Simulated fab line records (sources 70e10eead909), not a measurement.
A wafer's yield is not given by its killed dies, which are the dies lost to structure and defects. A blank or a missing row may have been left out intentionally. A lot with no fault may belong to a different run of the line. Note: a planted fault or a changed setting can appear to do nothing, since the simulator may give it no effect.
Chamber matching | flow nand harc | NHARC_A_STAIRCASE_DESCUM_443 on rie diel-02: 4 sister chambers
The step chemistry O2, time 3 s. 18 wafers are shown with their chamber, then 9 later ones without.

== WAFERS, EACH WITH ITS CHAMBER ==
wafer  | chamber | showerhead plenum p Torr (Torr) | drypump motor current A (A) | oes product au (a.u.)
L077.1 | 1       | 1.89                            | 5.9                         | 0.994
L077.3 | 2       | 2.00                            | 6.2                         | 0.998
L077.4 | 0       | 2.02                            | 5.6                         | 0.996
L080.3 | 2       | 2.00                            | 6.2                         | 1.001
L080.4 | 1       | 1.89                            | 5.8                         | 0.997
L080.5 | 2       | 2.00                            | 6.2                         | 0.995
L079.2 | 1       | 1.89                            | 5.8                         | 0.996
L079.5 | 3       | 1.89                            | 4.9                         | 1.001
L079.6 | 2       | 2.00                            | 6.2                         | 1.003
L078.1 | 3       | 1.89                            | 4.9                         | 1.008
L078.2 | 0       | 2.02                            | 5.6                         | 1.003
L078.3 | 2       | 2.00                            | 6.2                         | 1.001
L083.1 | 1       | 1.89                            | 5.8                         | 0.994
L083.2 | 0       | 2.02                            | 5.7                         | 0.992
L083.6 | 1       | 1.89                            | 5.8                         | 0.990
L084.2 | 1       | 1.88                            | 5.8                         | 0.995
L084.4 | 1       | 1.88                            | 5.8                         | 0.994
L084.5 | 2       | 1.99                            | 6.2                         | 0.995

SIGNATURES, as means of the wafers listed above
reading                  | chamber 0 | chamber 1 | chamber 2 | chamber 3 | scatter within a chamber
showerhead plenum p Torr | 2.0200    | 1.8871    | 1.9983    | 1.8900    | 0.00402
drypump motor current A  | 5.633     | 5.814     | 6.200     | 4.900     | 0.033
oes product au           | 0.99700   | 0.99429   | 0.99883   | 1.00450   | 0.00351
Rule: a wafer's distance from a chamber is the root of the sum, over the readings, of the square of ((its reading less the chamber's mean) divided by the reading's scatter). If the next closest chamber is less than 2 further off than the closest, the wafer can't be placed; otherwise it belongs to the closest. The scatter: the root of (the sum of the squares of (reading less its chamber's mean) over the shown wafers, divided by (wafers less chambers)).

== WAFERS WITHOUT THEIR CHAMBER ==
wafer  | showerhead plenum p Torr (Torr) | drypump motor current A (A) | oes product au (a.u.)
L088.1 | 1.88                            | 4.9                         | 0.997
L088.4 | 2.01                            | 5.6                         | 0.992
L088.6 | 2.01                            | 5.6                         | 0.994
L092.1 | 1.88                            | 4.9                         | 0.999
L092.3 | 2.01                            | 5.6                         | 0.994
L092.6 | 1.88                            | 5.8                         | 0.992
L097.1 | 1.99                            | 6.2                         | 0.981
L097.2 | 1.88                            | 4.9                         | 0.993
L097.4 | 1.88                            | 5.8                         | 0.981

== WHICH CHAMBER EACH WENT THROUGH ==
wafer  | from the rows above | in truth
L088.1 | 3                   | 3
L088.4 | 0                   | 0
L088.6 | 0                   | 0
L092.1 | 3                   | 3
L092.3 | 0                   | 0
L092.6 | 1                   | 1
L097.1 | 2                   | 2
L097.2 | 3                   | 3
L097.4 | 1                   | 1
Correctly placed: 9 of 9. Not placeable from these rows: 0. Wrongly placed: 0.
